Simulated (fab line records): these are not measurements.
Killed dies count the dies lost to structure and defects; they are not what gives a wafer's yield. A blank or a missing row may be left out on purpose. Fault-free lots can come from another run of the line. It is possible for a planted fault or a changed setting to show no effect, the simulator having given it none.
Which of the tools did it? -- flow nand-harc -- 13 lots, 38 wafers sampled, at 4 steps of a route of 1302

## WHAT THE GAUGES READ, wafer by wafer
NHARC_A_M1_CD_MEAS_09: the cd target is 120 nm. Usual: 120.2 nm for cd-nm, sd 0.78.
lot,measured,on,cd-nm (nm),flag
L623,day 22 22:23,cd-sem-01,121.0 119.3 121.1,
L625,day 23 13:49,cd-sem-01,120.5 121.8 121.2,
L627,day 24 02:49,cd-sem-01,120.6 120.5 119.3,
L629,day 24 11:12,cd-sem-02,120.5 119.3 119.8,
L630,day 25 13:55,cd-sem-03,120.0 119.9 119.1,
L632,day 26 07:57,cd-sem-01,118.8 120.7 120.0,
L634,day 27 22:57,cd-sem-01,121.0 120.3 119.5,
L636,day 28 00:07,cd-sem-02,121.4 119.9 121.2,
L635,day 28 07:20,cd-sem-01,120.2 120.7 120.0,
L640,day 29 13:34,cd-sem-01,121.0 120.3 120.6,
L639,day 29 18:41,cd-sem-03,120.6 119.8,
L642,day 30 06:44,cd-sem-02,119.6 120.0 120.7,
L643,day 31 07:59,cd-sem-01,120.0 121.3 120.8,

NHARC_A_M1_OVL_MEAS_10: pitch 240 nm. Usual: overlay-x-nm 0.1 nm, standard deviation 0.8; overlay-y-nm 0.0 nm, standard deviation 1.1.
lot,measured,on,overlay-x-nm (nm),overlay-y-nm (nm),flag
L623,day 22 22:28,overlay-01,0.3 0.6 0.3,0.4 0.3 0.8,
L625,day 23 13:55,overlay-02,-0.7 -0.2 -1.0,-1.3 -1.3 -1.0,
L627,day 24 02:54,overlay-02,0.4 0.2 0.4,2.1 2.1 1.9,
L629,day 24 11:17,overlay-02,-0.6 -0.6 -0.6,0.5 0.9 0.5,
L630,day 25 14:00,overlay-02,-1.0 -1.6 -1.3,0.1 -0.2 0.1,
L632,day 26 08:02,overlay-02,-0.9 0.6 0.1,1.7 1.7 1.4,
L634,day 27 23:02,overlay-02,1.9 1.5 2.1,-1.8 -0.4 -1.1,
L636,day 28 00:13,overlay-01,-0.1 -0.3 -0.7,0.7 1.0 1.3,
L635,day 28 07:25,overlay-01,0.2 0.7 0.1,-0.1 0.1 0.0,
L640,day 29 13:38,overlay-01,14.2 14.3 14.4,-0.5 -1.1 -0.8,OFF
L639,day 29 18:46,overlay-01,13.8 13.9,0.6 0.4,OFF
L642,day 30 06:50,overlay-01,-0.2 -0.8 -0.7,-0.1 -0.3 0.2,
L643,day 31 08:04,overlay-02,0.4 1.0 1.0,0.4 1.1 1.1,

## WHAT TOOL EACH LOT RAN ON (gives the tool, then ch and the chambers of the sampled wafers, and finally the start)
lot,NHARC_A_M0_DESCUM_14,NHARC_A_M1_EXPOSE_06
L623,"rie-diel-05 ch 0,1, day 22 18:30","arfi-scanner-02 ch 0, day 22 22:14"
L625,"rie-diel-06 ch 0,1, day 23 09:56","arfi-scanner-01 ch 0, day 23 13:41"
L627,"rie-diel-06 ch 1,2,3, day 23 23:01","arfi-scanner-01 ch 0, day 24 02:40"
L629,"rie-diel-05 ch 1,2,3, day 24 07:19","arfi-scanner-03 ch 0, day 24 11:04"
L630,"rie-diel-04 ch 0,1,3, day 25 09:59","arfi-scanner-01 ch 0, day 25 13:46"
L632,"rie-diel-04 ch 0,2,3, day 26 04:13","arfi-scanner-03 ch 0, day 26 07:49"
L634,"rie-diel-04 ch 0,1,2, day 27 19:06","arfi-scanner-01 ch 0, day 27 22:49"
L636,"rie-diel-04 ch 1,2, day 27 20:10","arfi-scanner-03 ch 0, day 27 23:59"
L635,"rie-diel-04 ch 0,1,2, day 28 03:34","arfi-scanner-03 ch 0, day 28 07:12"
L640,"rie-diel-06 ch 0,2,3, day 29 09:49","arfi-scanner-01 ch 0, day 29 13:25"
L639,"rie-diel-05 ch 0,3, day 29 14:59","arfi-scanner-01 ch 0, day 29 18:32"
L642,"rie-diel-04 ch 0,2,3, day 30 02:52","arfi-scanner-03 ch 0, day 30 06:36"
L643,"rie-diel-06 ch 1,2, day 31 04:07","arfi-scanner-02 ch 0, day 31 07:51"
- NHARC_A_M0_DESCUM_14: chemistry O2, time 3 s.
- NHARC_A_M1_EXPOSE_06: exposes mask A M1, target cd 120 nm.

## WHAT THE TOOLS THEMSELVES READ (means of the sampled wafers that have a number; where no wafer has one, the mark that the record gives instead)
NHARC_A_M0_DESCUM_14. Usual: drypump-motor-current-A 5.6 A, standard deviation 0.38; oes-product-au 0.999 a.u., standard deviation 0.014; rf-vpp-V 57.8 V, standard deviation 0.82; showerhead-plenum-p-Torr 1.94 Torr, standard deviation 0.069; throttle-valve-pct 11.311 %, standard deviation 0.0088.
lot,tool,drypump-motor-current-A (A),oes-product-au (a.u.),rf-vpp-V (V),showerhead-plenum-p-Torr (Torr),throttle-valve-pct (%),flag
L623,rie-diel-05,5.9,0.998,58.2,2.01,11.315,
L625,rie-diel-06,5.8,1.006,58.2,1.96,11.310,
L627,rie-diel-06,5.8,1.006,57.2,1.93,11.313,
L629,rie-diel-05,5.3,1.001,58.1,1.98,11.306,
L630,rie-diel-04,5.9,1.002,56.5,1.86,11.310,
L632,rie-diel-04,5.7,0.996,58.3,1.88,11.313,
L634,rie-diel-04,5.6,0.991,57.7,1.88,11.314,
L636,rie-diel-04,5.4,1.003,57.8,1.92,11.311,
L635,rie-diel-04,5.6,0.995,56.9,1.88,11.314,
L640,rie-diel-06,5.5,0.986,57.2,1.91,11.308,
L639,rie-diel-05,5.8,0.999,58.5,1.94,11.306,
L642,rie-diel-04,5.7,1.006,56.8,1.88,11.315,
L643,rie-diel-06,5.9,1.001,57.1,1.94,11.308,

NHARC_A_M1_EXPOSE_06. Usual: stage-vel-mm-s 499.99 mm/s, standard deviation 0.22.
lot,tool,stage-vel-mm-s (mm/s),flag
L623,arfi-scanner-02,499.68,
L625,arfi-scanner-01,500.07,
L627,arfi-scanner-01,499.98,
L629,arfi-scanner-03,500.13,
L630,arfi-scanner-01,499.89,
L632,arfi-scanner-03,500.00,
L634,arfi-scanner-01,499.91,
L636,arfi-scanner-03,499.91,
L635,arfi-scanner-03,500.07,
L640,arfi-scanner-01,500.19,
L639,arfi-scanner-01,499.93,
L642,arfi-scanner-03,499.99,
L643,arfi-scanner-02,500.30,

## THE ANSWER, worked out from the rows above alone
Rule: lot off if the mean of its wafers having a number is beyond 3 standard deviations from the usual mean. Also off: a lot with no number at a reading for which 4 or more lots have one. The other lots that the step has rows for count as sound. Order of review: gauges by route order, followed by the tools' own readings, for which a lot's mean as printed above is used. The first step at which some lot is off is used, and at that step the reading that is off furthest; a lot without a number counts as furthest.
Off: L640, L639 (NHARC_A_M1_OVL_MEAS_10, overlay-x-nm).
If a tool, at a process step before that reading, ran all the lots that are off and no sound lot after the first of them, it fits. Gauges at NHARC_A_M1_OVL_MEAS_10: tried the same way as those tools. One fits: arfi-scanner-01 at NHARC_A_M1_EXPOSE_06. A fault onset in the window from L634 (day 27 22:49, its last sound lot) to L640 (day 29 13:25, its first lot off) fits.

## WHAT THE SIMULATOR HAD PUT IN
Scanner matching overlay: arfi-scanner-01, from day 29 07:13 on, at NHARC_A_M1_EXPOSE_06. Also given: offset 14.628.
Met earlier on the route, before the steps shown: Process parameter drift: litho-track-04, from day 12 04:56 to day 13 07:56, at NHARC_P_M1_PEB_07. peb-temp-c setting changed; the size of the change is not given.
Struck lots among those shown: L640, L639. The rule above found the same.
